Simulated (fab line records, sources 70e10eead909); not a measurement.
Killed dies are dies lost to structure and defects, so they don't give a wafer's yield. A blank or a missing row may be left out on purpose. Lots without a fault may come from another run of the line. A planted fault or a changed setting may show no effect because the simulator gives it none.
Problem report in the 8D (eight disciplines) form, filled by code | flow nand_harc | the parts of the form that need people (team, actions taken, sign-off) are left out

1. THE PROBLEM
heater_power_total_W at NHARC_A_CONTACT_SOFTBAKE_64 reads a mean of 323.16 W on 6 wafers of 2 lots; wafers without a fault read 188.47 W with a standard deviation of 0.13. That is +99 or more standard deviations from the usual mean.
The step: time 55 s.
First seen on wafer L142.2, day 19 01:00, on litho_track-06. The record holds 33 wafers of 11 lots with a number at this step. Rule for "out", or "out of limits": more than 4 standard deviations from the usual mean. The other wafers with a number count as sound.

2. WHAT IT IS AND WHAT IT IS NOT
question                    | is                     | is not
which readings at this step | heater_power_total_W   | -
which lots                  | L142, L144             | L134, L135, L136, L138, L146, L148, L152, L155, L156
which wafers of those lots  | all that have a number | -
read on which tools         | litho_track-06         | litho_track-01, litho_track-04
when                        | from day 19 01:00      | up to then (12 sound wafers); but 15 sound wafers of L146, L148, L152, L155, L156 came after

3. SUSPECTS, AND WHAT RULES EACH OUT
Counting: a tool at a process step up to the reading stays a suspect if it ran every lot that is out and no sound lot after the first of them.
- litho_track-06 at NHARC_A_CONTACT_SOFTBAKE_64 (time 55 s): kept. It ran every lot that is out, first L142 (day 19 01:00), and no sound lot after that; its last sound lot up to then is L136 (day 16 21:00). Its own readings are out on those wafers: heater_power_total_W.
Left after counting: litho_track-06 at NHARC_A_CONTACT_SOFTBAKE_64.

4. THE CAUSE (what the simulator had put in)
Process parameter drift: litho_track-06, from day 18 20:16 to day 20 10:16, at NHARC_A_CONTACT_SOFTBAKE_64. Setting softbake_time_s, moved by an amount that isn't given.
Counting left only this tool.

5. THE CHAIN OF EFFECTS, in route order
Each row: a reading whose mean over the struck wafers that have a number lies more than 3 standard deviations from the usual. Only readings for which the record gives a usual standard deviation are gone through. hours: the time from each lot's start at the first step in this table that gives one to its start at this step, as a median over the lots. sigmas: the change in usual standard deviations.
hours | step                        | reading              | usual    | on struck wafers | change  | sigmas
0     | NHARC_A_CONTACT_SOFTBAKE_64 | heater_power_total_W | 188.47 W | 323.16           | +134.69 | +99 or more
The process steps in it:
- NHARC_A_CONTACT_SOFTBAKE_64: time 55 s.
Later measuring or inspecting steps at which every struck wafer that the step has a row for has a number for every such reading, and none has moved that far: NHARC_END_SORT_01.

6. WHAT WOULD HAVE CAUGHT IT SOONER
In this record the first reading out of limits was taken at day 19 01:00, 5 hours after the fault began at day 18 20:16.
